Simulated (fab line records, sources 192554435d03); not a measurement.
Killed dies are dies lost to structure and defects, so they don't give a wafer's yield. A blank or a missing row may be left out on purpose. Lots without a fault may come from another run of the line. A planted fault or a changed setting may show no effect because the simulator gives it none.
Which tool did it? | flow n5_finfet | 12 lots, 36 wafers sampled, at 4 steps of a route of 1938

WHAT THE GAUGES READ, wafer by wafer
The record holds no reading of a measuring or inspecting step that can be judged against a usual standard deviation.

WHICH TOOL RAN EACH LOT (tool, then ch and the chambers of the sampled wafers, then the start)
lot  | N5_SDB_CUT_ETCH_26              | N5_BEOL_M15_DEP_53              | N5_MIM_BOT_ETCH_ETCH_00           | N5_PASSIVATION_PROBE_49
L589 | rie_si-01 ch 0,2,3, day 3 16:38 | pecvd-02 ch 0,1,2, day 12 08:31 | rie_metal-02 ch 0,1, day 12 14:32 | -
L590 | rie_si-06 ch 0,1,2, day 3 22:23 | pecvd-03 ch 0,1,2, day 12 16:14 | rie_metal-01 ch 0,1, day 12 21:22 | -
L591 | rie_si-06 ch 0,2,3, day 4 05:28 | pecvd-04 ch 0,1,2, day 13 04:01 | rie_metal-03 ch 0,1, day 13 08:23 | -
L593 | rie_si-06 ch 0,1,3, day 4 18:53 | pecvd-02 ch 1,2, day 13 16:08   | rie_metal-01 ch 0,1, day 13 21:32 | prober-01, day 14 06:28
L595 | rie_si-06 ch 1,2,3, day 5 06:56 | pecvd-03 ch 1,2, day 13 16:21   | rie_metal-02 ch 0,1, day 13 21:38 | prober-02, day 14 08:07
L596 | rie_si-06 ch 1,2, day 5 13:22   | pecvd-04 ch 0,1, day 14 02:18   | rie_metal-01 ch 0,1, day 14 06:52 | prober-02, day 14 16:20
L604 | rie_si-01 ch 0,1,2, day 7 14:26 | pecvd-04 ch 0,2, day 15 16:10   | rie_metal-03 ch 0,1, day 15 21:16 | -
L605 | rie_si-06 ch 1,2,3, day 7 22:50 | pecvd-03 ch 0,1,2, day 17 01:17 | rie_metal-03 ch 0,1, day 17 10:16 | -
L606 | rie_si-01 ch 1,2,3, day 8 08:34 | pecvd-02 ch 0,1, day 17 14:28   | rie_metal-03 ch 0,1, day 17 20:17 | -
L608 | rie_si-06 ch 0,1,3, day 8 15:06 | pecvd-02 ch 1,2, day 18 01:47   | rie_metal-02 ch 0,1, day 18 07:01 | -
L609 | rie_si-01 ch 0,1,3, day 8 18:19 | pecvd-03 ch 0,2, day 17 16:25   | rie_metal-01 ch 0,1, day 17 22:17 | -
L612 | rie_si-06 ch 0,2,3, day 9 14:01 | pecvd-03 ch 0,2, day 18 13:14   | rie_metal-02 ch 0,1, day 18 20:43 | -
- N5_SDB_CUT_ETCH_26: etches Si in HBr/Cl2/O2, target depth 129.6 nm, bt time 20 s, time 51.8 s.
- N5_BEOL_M15_DEP_53: deposits SiCN from 3MS/NH3, target thk 50 nm, time 17.8 s.
- N5_MIM_BOT_ETCH_ETCH_00: etches TiN in Cl2/BCl3, target depth 45.5 nm.
- N5_PASSIVATION_PROBE_49

WHAT THE TOOLS THEMSELVES READ (means of the sampled wafers that have a number; where no wafer has one, the mark that the record gives instead)
N5_SDB_CUT_ETCH_26. Usual: drypump_motor_current_A 5.7 A, standard deviation 0.56; he_backside_leak_sccm 2.8 sccm, standard deviation 0.41; oes_product_au 0.999 a.u., standard deviation 0.018; throttle_valve_pct 37.20 %, standard deviation 0.29.
lot  | tool      | drypump_motor_current_A (A) | he_backside_leak_sccm (sccm) | oes_product_au (a.u.) | throttle_valve_pct (%) | flag
L589 | rie_si-01 | 5.6                         | 2.5                          | 1.002                 | 37.02                  |
L590 | rie_si-06 | 5.9                         | 3.0                          | 0.999                 | 37.37                  |
L591 | rie_si-06 | 5.9                         | 2.5                          | 0.996                 | 37.49                  |
L593 | rie_si-06 | 5.4                         | 2.8                          | 0.994                 | 37.39                  |
L595 | rie_si-06 | 5.8                         | 2.9                          | 0.988                 | 37.37                  |
L596 | rie_si-06 | 6.2                         | 3.0                          | 0.995                 | 37.34                  |
L604 | rie_si-01 | 5.8                         | 2.7                          | 1.015                 | 37.01                  |
L605 | rie_si-06 | 5.8                         | 2.9                          | 0.987                 | 37.36                  |
L606 | rie_si-01 | 5.8                         | 2.9                          | 1.016                 | 37.22                  |
L608 | rie_si-06 | 5.4                         | 2.9                          | 0.989                 | 37.38                  |
L609 | rie_si-01 | 5.3                         | 2.6                          | 1.004                 | 36.96                  |
L612 | rie_si-06 | 5.9                         | 2.5                          | 0.996                 | 37.48                  |

N5_BEOL_M15_DEP_53. Usual: showerhead_plenum_p_Torr 4.156 Torr, standard deviation 0.017; throttle_valve_pct 18.6 %, standard deviation 1.3.
lot  | tool     | showerhead_plenum_p_Torr (Torr) | throttle_valve_pct (%) | flag
L589 | pecvd-02 | 4.137                           | 19.2                   |
L590 | pecvd-03 | 4.163                           | 18.0                   |
L591 | pecvd-04 | 4.158                           | 18.4                   |
L593 | pecvd-02 | 4.139                           | 18.6                   |
L595 | pecvd-03 | 4.173                           | 18.6                   |
L596 | pecvd-04 | 4.164                           | 18.4                   |
L604 | pecvd-04 | 4.149                           | 18.7                   |
L605 | pecvd-03 | 4.169                           | 18.2                   |
L606 | pecvd-02 | 4.135                           | 19.4                   |
L608 | pecvd-02 | 4.145                           | 18.6                   |
L609 | pecvd-03 | 4.174                           | 17.1                   |
L612 | pecvd-03 | 4.165                           | 17.0                   |

N5_MIM_BOT_ETCH_ETCH_00. Usual: drypump_motor_current_A 5.8 A, standard deviation 0.34; he_backside_leak_sccm 3.46 sccm, standard deviation 0.22; oes_product_au 0.79 a.u., standard deviation 0.091; throttle_valve_pct 21.97 %, standard deviation 0.17.
lot  | tool         | drypump_motor_current_A (A) | he_backside_leak_sccm (sccm) | oes_product_au (a.u.) | throttle_valve_pct (%) | flag
L589 | rie_metal-02 | 5.6                         | 3.21                         | 0.84                  | 22.05                  |
L590 | rie_metal-01 | 6.2                         | 3.49                         | 0.70                  | 21.88                  |
L591 | rie_metal-03 | 5.5                         | 3.51                         | 0.78                  | 22.03                  |
L593 | rie_metal-01 | 6.1                         | 3.40                         | 0.78                  | 21.84                  |
L595 | rie_metal-02 | 5.6                         | 3.21                         | 0.83                  | 22.06                  |
L596 | rie_metal-01 | 6.2                         | 3.51                         | 0.69                  | 21.88                  |
L604 | rie_metal-03 | 5.5                         | 3.44                         | 0.77                  | 22.05                  |
L605 | rie_metal-03 | 5.6                         | 3.61                         | 0.77                  | 21.99                  |
L606 | rie_metal-03 | 5.5                         | 3.68                         | 0.74                  | 22.08                  |
L608 | rie_metal-02 | 5.4                         | 3.41                         | 0.75                  | 22.17                  |
L609 | rie_metal-01 | 6.2                         | 3.74                         | 0.85                  | 21.79                  |
L612 | rie_metal-02 | 5.4                         | 3.29                         | 0.74                  | 22.19                  |

N5_PASSIVATION_PROBE_49. Usual: defect_limited_yield 91.2 %, standard deviation 1.5; killed_at_M0_to_M3 32, standard deviation 9.6; killed_at_M4_up 13, standard deviation 5.3; killed_at_contacts 13, standard deviation 6.7; killed_at_front_end 42, standard deviation 11; killed_at_other 3.8, standard deviation 2.9; killed_dies 103, standard deviation 17; killed_on_rim 14, standard deviation 4.4; killed_open 67, standard deviation 13; killed_short 35, standard deviation 7.9; sort_bin_5_function 5.2 %, standard deviation 0.94; sort_bin_6_memory 3.3 %, standard deviation 0.64; sort_n_pass 1077, standard deviation 17; sort_yield_pct 91.2 %, standard deviation 1.5.
lot  | tool      | defect_limited_yield (%) | killed_at_M0_to_M3 | killed_at_M4_up | killed_at_contacts | killed_at_front_end | killed_at_other | killed_dies | killed_on_rim | killed_open | killed_short | sort_bin_5_function (%) | sort_bin_6_memory (%) | sort_n_pass | sort_yield_pct (%) | flag
L593 | prober-01 | 92.0                     | 21                 | 10              | 11                 | 51                  | 2.3             | 94          | 15            | 49          | 25           | 4.4                     | 2.9                   | 1086        | 92.0               |
L595 | prober-02 | 88.8                     | 35                 | 17              | 17                 | 58                  | 4.7             | 132         | 21            | 71          | 38           | 6.8                     | 3.6                   | 1048        | 88.8               |
L596 | prober-02 | 90.2                     | 25                 | 12              | 15                 | 59                  | 4.3             | 115         | 18            | 65          | 29           | 5.8                     | 3.2                   | 1065        | 90.2               |

THE ANSWER, worked out from the rows above alone
Rule: a lot is off if the mean of its wafers that have a number lies more than 3 standard deviations from the usual mean. A lot without any number at a reading at which 4 lots or more have one is off too. The other lots that the step has rows for count as sound. The gauges are gone through in route order, then the tools' own readings, and for those a lot's mean is taken as printed above. The first step at which some lot is off is used, and at that step the reading that is off furthest; a lot without a number counts as furthest.
No lot is off at any reading shown: from this, nothing can be told.

WHAT THE SIMULATOR HAD PUT IN
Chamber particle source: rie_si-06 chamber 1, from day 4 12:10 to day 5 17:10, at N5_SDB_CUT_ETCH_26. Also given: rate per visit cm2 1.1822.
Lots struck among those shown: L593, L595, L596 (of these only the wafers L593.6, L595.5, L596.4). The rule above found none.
